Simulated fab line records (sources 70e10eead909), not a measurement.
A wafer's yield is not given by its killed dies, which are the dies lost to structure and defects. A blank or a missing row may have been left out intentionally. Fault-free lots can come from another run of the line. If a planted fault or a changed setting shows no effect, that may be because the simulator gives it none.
Which tool is to blame? / flow nandHarc / 17 wafers from 6 lots sampled at 3 of the route's 1302 steps

== WHAT EACH GAUGE READ, for each wafer ==
NHARC_P_M2_CD_MEAS_09: the cd target is 170 nm.
lot=L882; measured=day 6 20:43; on=cdSem-01; cdNm (nm)=169.8 169.1 169.5
lot=L885; measured=day 8 00:36; on=cdSem-03; cdNm (nm)=170.6 170.7 170.0
lot=L887; measured=day 9 01:06; on=cdSem-01; cdNm (nm)=169.9 170.1 170.5
lot=L890; measured=day 10 09:17; on=cdSem-01; cdNm (nm)=171.0 169.9 170.0
lot=L893; measured=day 11 11:26; on=cdSem-02; cdNm (nm)=169.2 162.4
lot=L903; measured=day 15 16:30; on=cdSem-02; cdNm (nm)=170.6 170.2 171.3

== TOOL THAT RAN EACH LOT (tool first, then ch and the chambers of the sampled wafers, then the start) ==
lot=L882; NHARC_P_M1_DEGAS_29=pvdSputter-01, day 6 17:41; NHARC_P_M2_PEB_07=lithoTrack-01 ch 0, day 6 20:37
lot=L885; NHARC_P_M1_DEGAS_29=pvdSputter-03, day 7 21:22; NHARC_P_M2_PEB_07=lithoTrack-04 ch 0, day 8 00:31
lot=L887; NHARC_P_M1_DEGAS_29=pvdSputter-03, day 8 22:09; NHARC_P_M2_PEB_07=lithoTrack-06 ch 0, day 9 01:01
lot=L890; NHARC_P_M1_DEGAS_29=pvdSputter-01, day 10 06:29; NHARC_P_M2_PEB_07=lithoTrack-01 ch 0, day 10 09:13
lot=L893; NHARC_P_M1_DEGAS_29=pvdSputter-01, day 11 08:31; NHARC_P_M2_PEB_07=lithoTrack-06 ch 0, day 11 11:21
lot=L903; NHARC_P_M1_DEGAS_29=pvdSputter-01, day 15 13:31; NHARC_P_M2_PEB_07=lithoTrack-04 ch 0, day 15 16:25
- NHARC_P_M1_DEGAS_29: time 60 s.
- NHARC_P_M2_PEB_07: peb time 65 s.

== THE ANSWER, worked out from the rows above alone ==
Rule: what is usual is taken from the lots themselves. Put in order of their means at a reading, lots are off if they are a third of the lots or fewer, leave a main group of 4 or more, and stand apart from it by a gap of 3 or more times the standard deviation of the main group's means; of several such gaps the widest counts. The tables above print the reading to a certain number of digits; a main group whose means all agree to those digits is not used. A lot without any number at a reading at which 4 lots or more have one is off too. All remaining lots with rows at the step are treated as sound.
Off at NHARC_P_M2_CD_MEAS_09 (cdNm): L893. For the main group the mean is 170.2 nm and the standard deviation 0.41.
If a tool, at a process step before that reading, ran all the lots that are off and no sound lot after the first of them, it fits. The gauges at NHARC_P_M2_CD_MEAS_09 are tried like those tools. One fits: lithoTrack-06 at NHARC_P_M2_PEB_07. Its last sound lot is L887 (day 9 01:01), its first lot that is off L893 (day 11 11:21): a fault that began between those two fits.

== WHAT THE SIMULATOR HAD PUT IN ==
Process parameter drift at NHARC_P_M2_PEB_07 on lithoTrack-06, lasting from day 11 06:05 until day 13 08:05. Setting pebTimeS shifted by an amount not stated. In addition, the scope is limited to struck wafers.
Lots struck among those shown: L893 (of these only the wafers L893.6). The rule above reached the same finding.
